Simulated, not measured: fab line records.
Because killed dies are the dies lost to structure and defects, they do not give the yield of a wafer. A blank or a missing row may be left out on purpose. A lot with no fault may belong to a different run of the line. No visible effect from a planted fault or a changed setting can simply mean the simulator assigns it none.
fab line records -- flow nandHarc
record lots=7, wafers=21, lastDay=24
route steps=1159 shown P_ZERO_WELL@68 P_STI@69
lots with no fault: from the same line, run without faults
startH: hours from the record's opening day to when the first of the lot's shown wafers began -- waitH: hours since the lot's step before -- " repeats the value in the row above -- L1.1+2: several wafers, shown together as one row -- - value missing, or start not given -- * or withheld: withheld -- < > ~ a bound
route shown NAME@n: a module of which the file shows steps, and the number in the route of the first -- usual: mean and standard deviation over wafers with no fault -- same: alike in all rows -- chamber/n: place in a boat -- sites: each site's reading -- _std_site: the standard deviation of these -- _edge_site: inner sites' mean taken away from outer sites' mean -- radiusMm: for every site, how far away it sits from the centre of the wafer -- mask NAME#n: copy n -- behind: the most recent tool/chamber to have shaped the wafer -- hold: reason for holding the lot/hours on hold/outcome of the hold -- device: which transistor (n, p or np) failed to switch -- end of line: tests of these same wafers at the route's end -- where a step has no rows: the recipe by itself -- killed: at the first sort, the dies lost to defects and structure; wafer yield is something else -- map: dies across one wafer; x = killed, . = not, _ = none there
set.NAME: setting as actually run; set.NAME@STEP: the setting as run at that earlier step -- model.NAME: the simulator's own value behind a step, which no gauge read
a table for each step, a row for each wafer; lots at some steps of the route
services: when a tool's chamber went out of use (startH, in hours from the record's first day, below 0 if earlier), for how many hours, and the reason
## steps
# step NHARC_P_ZERO_WELL_INSPECT_43
# usual rawDefectCount=14/6.4
lot.wafer,tool,chamber,startH,waitH,rawDefectCount
L415.1,defectInspect-01,-,31.82,0.6,9
L415.4,defectInspect-01,-,31.82,0.6,21
L415.6,defectInspect-01,-,31.82,0.6,20
L424.2,defectInspect-02,-,85.44,0.5,6
L424.4,defectInspect-02,-,85.44,0.5,3
L424.5,defectInspect-02,-,85.44,0.5,4
L425.3,defectInspect-02,-,91.50,0.4,22
L425.4,defectInspect-02,-,91.50,0.4,13
L425.5,defectInspect-02,-,91.50,0.4,19
L426.3,defectInspect-01,-,97.75,0.4,5
L426.5,defectInspect-01,-,97.75,0.4,8
L426.6,defectInspect-01,-,97.75,0.4,19
L430.1,defectInspect-02,-,121.62,0.6,17
L430.2,defectInspect-02,-,121.62,0.6,27
L430.4,defectInspect-02,-,121.62,0.6,17
L432.1,defectInspect-01,-,133.62,0.6,8
L432.4,defectInspect-01,-,133.62,0.6,10
L432.5,defectInspect-01,-,133.62,0.6,19
L433.4,defectInspect-02,-,139.73,0.3,13
L433.5,defectInspect-02,-,139.73,0.3,16
L433.6,defectInspect-02,-,139.73,0.3,18
# step NHARC_P_STI_ETCH_26
# recipe targetDepthA=110, chemistry=dHF, material=SiO2
# step NHARC_P_STI_PRECLEAN_27
# recipe timeS=*, tempC=50, bathAgeMin=0, chemistry=SC1
# step NHARC_P_STI_SRD_28
# step NHARC_P_STI_OXIDE_29
# recipe targetThkA=100, tempC=900, oxTimeS=1362, material=SiO2
# step NHARC_P_STI_HM_DEP_30
# recipe targetThkA=800, tempC=790, pressureMtorr=300, timeS=873, material=Si3N4
# step NHARC_P_STI_DEHYDRATE_01
# recipe tempC=150, timeS=120
# step NHARC_P_STI_HMDS_02
# recipe timeS=30
# step NHARC_P_STI_COAT_41
# recipe tempC=200, timeS=65
# step NHARC_P_STI_COAT_03
# recipe spinRpm=2000, resistThkNm=600
# step NHARC_P_STI_SOFTBAKE_04
# recipe tempC=125, timeS=70
# step NHARC_P_STI_EBR_05
# step NHARC_P_STI_EXPOSE_06
# recipe na=0.55, targetCdNm=200, doseMj=37.69, maskId=P_STI
# usual exposureDoseMJCm2=37.65/0.041, focusOffsetNm=0.2/0.58, na=0.55/0
lot.wafer,tool,chamber,startH,waitH,mask,exposureDoseMJCm2,focusOffsetNm,na
L415.1,krfScanner-04,0,48.98,-,P_STI#0,37.59,1.2,0.55
L415.4,krfScanner-04,0,48.98,-,P_STI#0,37.66,1.1,0.55
L415.6,krfScanner-04,0,48.98,-,P_STI#0,37.64,0.5,0.55
L424.2,krfScanner-04,-,103.19,-,P_STI#0,-,-,-
L424.4,krfScanner-04,-,103.19,-,P_STI#0,-,-,-
L424.5,krfScanner-04,-,103.19,-,P_STI#0,-,-,-
L425.3,krfScanner-04,-,106.79,-,P_STI#0,-,-,-
L425.4,krfScanner-04,-,106.79,-,P_STI#0,-,-,-
L425.5,krfScanner-04,-,106.79,-,P_STI#0,-,-,-
L426.3,krfScanner-04,-,112.86,-,P_STI#0,-,-,-
L426.5,krfScanner-04,-,112.86,-,P_STI#0,-,-,-
L426.6,krfScanner-04,-,112.86,-,P_STI#0,-,-,-
L430.1,krfScanner-04,0,139.76,-,P_STI#0,37.64,0.4,0.55
L430.2,krfScanner-04,0,139.76,-,P_STI#0,37.62,0.3,0.55
L430.4,krfScanner-04,0,139.76,-,P_STI#0,37.62,0.4,0.55
L432.1,krfScanner-02,0,148.85,-,P_STI#0,37.64,0.6,0.55
L432.4,krfScanner-02,0,148.85,-,P_STI#0,37.61,1.0,0.55
L432.5,krfScanner-02,0,148.85,-,P_STI#0,37.63,0.1,0.55
L433.4,krfScanner-02,0,156.14,-,P_STI#0,37.67,-0.6,0.55
L433.5,krfScanner-02,0,156.14,-,P_STI#0,37.69,0.2,0.55
L433.6,krfScanner-02,0,156.14,-,P_STI#0,37.65,-0.6,0.55
# step NHARC_P_STI_PEB_07
# recipe pebTempC=128, pebTimeS=80
## services
tool,chamber,startH,hours,kind
krfScanner-02,-,38.00,4.0,pm
krfScanner-02,-,63.99,0.8,repair
krfScanner-04,-,84.62,4.0,pm
krfScanner-02,-,127.78,0.4,repair
krfScanner-02,-,132.20,0.5,repair
krfScanner-04,-,155.50,0.1,repair
## key
firstSign step=NHARC_P_STI_EXPOSE_06, reading=toolRecord, direction=missing
effect none on later readings
metAt NHARC_P_STI_EXPOSE_06
struckWafers L424.2,L424.4,L424.5,L425.3,L425.4,L425.5,L426.3,L426.5,L426.6
laterRowsLeftOut L424.2,L424.4,L424.5,L425.3,L425.4,L425.5,L426.3,L426.5,L426.6
sortLeftOut L424.2,L424.4,L424.5,L425.3,L425.4,L425.5,L426.3,L426.5,L426.6
testerLeftOut L424,L425,L426
onsetBetween 48.98 103.19
fault kind=skippedStepWhole, tool=krfScanner-04, chamber=-, onsetH=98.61, steps=NHARC_P_STI_EXPOSE_06, scope=struckLotsOnly
# testerLeftOut: of these lots the tester's yield and bins aren't shown, on N5 and GAA mostly nor the transistor test; their killed dies are dies lost to structure and defects alone, not to doping, threshold or leakage, so they don't give the yield
# sortLeftOut: the simulated sort isn't trusted on such a fault, so these wafers' sort isn't shown, and their yield isn't known
# laterRowsLeftOut: the simulator's readings of these wafers behind a module that went badly wrong aren't trusted and aren't shown, but for the sort
